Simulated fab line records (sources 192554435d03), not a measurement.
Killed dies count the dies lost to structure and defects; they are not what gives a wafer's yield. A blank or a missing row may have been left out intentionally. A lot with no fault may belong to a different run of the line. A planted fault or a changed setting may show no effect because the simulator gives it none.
Chamber matching :: flow n5_finfet :: ald_sin-04 running N5_STI_FIN_REVEAL_ALD_14: 4 sister chambers
The step deposits Si3N4, target thk 3 nm. 4 wafers are shown with their chamber, then 7 later ones without.

## WAFERS, EACH WITH ITS CHAMBER
wafer: L077.3
chamber: 0
heater_power_w (W): 749

wafer: L078.5
chamber: 2
heater_power_w (W): 922

wafer: L088.1
chamber: 3
heater_power_w (W): 890

wafer: L088.3
chamber: 1
heater_power_w (W): 990

## WAFERS MISSING THEIR CHAMBER
wafer: L088.4
heater_power_w (W): 995

wafer: L089.3
heater_power_w (W): 934

wafer: L089.5
heater_power_w (W): 751

wafer: L089.6
heater_power_w (W): 970

wafer: L095.1
heater_power_w (W): 982

wafer: L095.2
heater_power_w (W): 894

wafer: L095.4
heater_power_w (W): 930

## THE CHAMBER EACH PASSED THROUGH
wafer: L088.4
from the rows above: 1
in truth: 1

wafer: L089.3
from the rows above: 2
in truth: 2

wafer: L089.5
from the rows above: 0
in truth: 0

wafer: L089.6
from the rows above: 1
in truth: 1

wafer: L095.1
from the rows above: 1
in truth: 1

wafer: L095.2
from the rows above: 3
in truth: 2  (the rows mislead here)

wafer: L095.4
from the rows above: 2
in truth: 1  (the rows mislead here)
5 of 7 placed correctly. Can't be placed from these rows: 0. Number placed wrongly: 2.
How it was worked out, from the rows above alone: a wafer's distance from a chamber is the root of the sum, over the readings, of the square of ((its reading less the chamber's mean) divided by the reading's scatter). The wafer belongs to the nearest chamber; if the next one is less than 2 further off, it can't be placed. The mean given for a chamber averages the wafers shown for that chamber. The scatter: with one shown wafer a chamber, the root of the mean of the squares of how far each hidden wafer lies from its nearest shown one.
